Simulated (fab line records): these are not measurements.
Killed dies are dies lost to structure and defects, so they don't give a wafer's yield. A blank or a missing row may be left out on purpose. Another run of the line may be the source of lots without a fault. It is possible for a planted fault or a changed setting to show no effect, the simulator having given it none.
Split-lot trial | flow n5_finfet | route with 1938 steps; 7 lots, 21 wafers read

== ON THE SPLIT ==
At N5_HKMG_FIN_ETCH_54 (etches SiARC in CF4, target depth 45.5 nm, time 75.8 s), the setting bias_w was moved away from the recipe's 36 W on 12 of the 21 wafers read, by -17.5% to +16.4%. For the rest of the wafers, this setting stayed at what the recipe calls for.

The reading is taken at the split's own step.

== THE READING ==
rf_vpp_V, in V, at N5_HKMG_FIN_ETCH_54 (etches SiARC in CF4, target depth 45.5 nm, time 75.8 s). Fault-free wafers of this fab line usually give 184.4 V, standard deviation 1.2 V.

wafer  | tool, chamber at the split | bias_w as run, W | against the recipe | rf_vpp_V, V | against lot-mates on the recipe
L076.3 | rie_diel-04, 3             | 38.49            | +6.9%              | 193.4       | +10.6
L076.4 | rie_diel-04, 2             | 38.49            | +6.9%              | 192.9       | +10.1
L076.5 | rie_diel-04, 2             | 36               | recipe             | 182.8       | -
L077.1 | rie_diel-04, 0             | 36               | recipe             | 185.2       | -
L077.3 | rie_diel-04, 1             | 36               | recipe             | 184.2       | -
L077.4 | rie_diel-04, 3             | 36               | recipe             | 184.6       | -
L078.1 | rie_diel-05, 2             | 39.52            | +9.8%              | 194.5       | +11.7
L078.4 | rie_diel-05, 1             | 36               | recipe             | 182.8       | -
L078.6 | rie_diel-05, 3             | 39.52            | +9.8%              | 196.6       | +13.8
L079.1 | rie_diel-05, 0             | 30.89            | -14.2%             | 166.7       | -19.7
L079.2 | rie_diel-05, 3             | 36               | recipe             | 186.4       | -
L079.3 | rie_diel-05, 1             | 30.89            | -14.2%             | 164.0       | -22.4
L083.3 | rie_diel-05, 0             | 36               | recipe             | 184.9       | -
L083.5 | rie_diel-05, 1             | 40.9             | +13.6%             | 199.6       | +14.5
L083.6 | rie_diel-05, 2             | 36               | recipe             | 185.3       | -
L085.1 | rie_diel-04, 2             | 29.7             | -17.5%             | 162.1       | no lot-mate on the recipe
L085.3 | rie_diel-04, 0             | 29.7             | -17.5%             | 162.3       | no lot-mate on the recipe
L085.4 | rie_diel-04, 3             | 29.7             | -17.5%             | 163.3       | no lot-mate on the recipe
L092.2 | rie_diel-02, 2             | 36               | recipe             | 185.5       | -
L092.4 | rie_diel-02, 1             | 41.9             | +16.4%             | 202.9       | +17.4
L092.5 | rie_diel-02, 1             | 41.9             | +16.4%             | 203.0       | +17.5

THE FIT
A straight line over all 21 wafers: rf_vpp_V changes by +1.22 V for each +1% of bias_w; r = +1.00; the points scatter about the line by 1.3 V.
The same after taking each lot's own level away (the mean of its wafers on the recipe; 18 wafers): +1.27 V for each +1%; r = +0.99; scatter 1.8 V.
The reading moves by 22 V for the largest change in bias_w, on that fit.
The span of the lots' own levels, 182.80 to 186.40 V, comes to 3.0 times the standard deviation stated above.
So the lot-to-lot level changes the slope little: the two slopes agree.
Check: +20.8 V against its lot-mates is what the line predicts for one of the wafers moved furthest among these (+16.4%) when that wafer is left out of the fit. It came out at +17.4 V against them.
Tool readings at the split's step, against how far the setting was moved: rf_vpp_V r = +1.00.

== OTHER SPLITS ON THESE WAFERS ==
These wafers also went through other splits before the reading. Each is held against what the fit with the lots' levels taken away leaves over:
other split on the same wafers            | wafers away from the commonest value | r with rf_vpp_V (lot level and that fit taken away)
N5_WELL_APT_COAT_02 spin_rpm              | 7                                    | -0.36
N5_PMOS_HMC_CHANNEL_EPI_EXPOSE_06 dose_mj | 6                                    | +0.16
N5_PMOS_HMC_CHANNEL_EPI_DESCUM_14 time_s  | 6                                    | +0.21
N5_FIN_SAQP_EXPOSE_13 dose_mj             | 11                                   | +0.05
N5_FIN_SAQP_DEVELOP_15 develop_time_s     | 7                                    | +0.03
N5_DUMMY_GATE_EXPOSE_12 dose_mj           | 5                                    | -0.60
N5_DUMMY_GATE_ETCH_37 source_w            | 9                                    | +0.16
N5_SD_EPI_P_PEB_07 peb_time_s             | 7                                    | -0.51
N5_HKMG_FIN_COAT_43 spin_rpm              | 4                                    | +0.40

== FILE'S OWN FIT ==
rf_vpp_V changes by +1.22 V for each +1% of bias_w, r = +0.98.
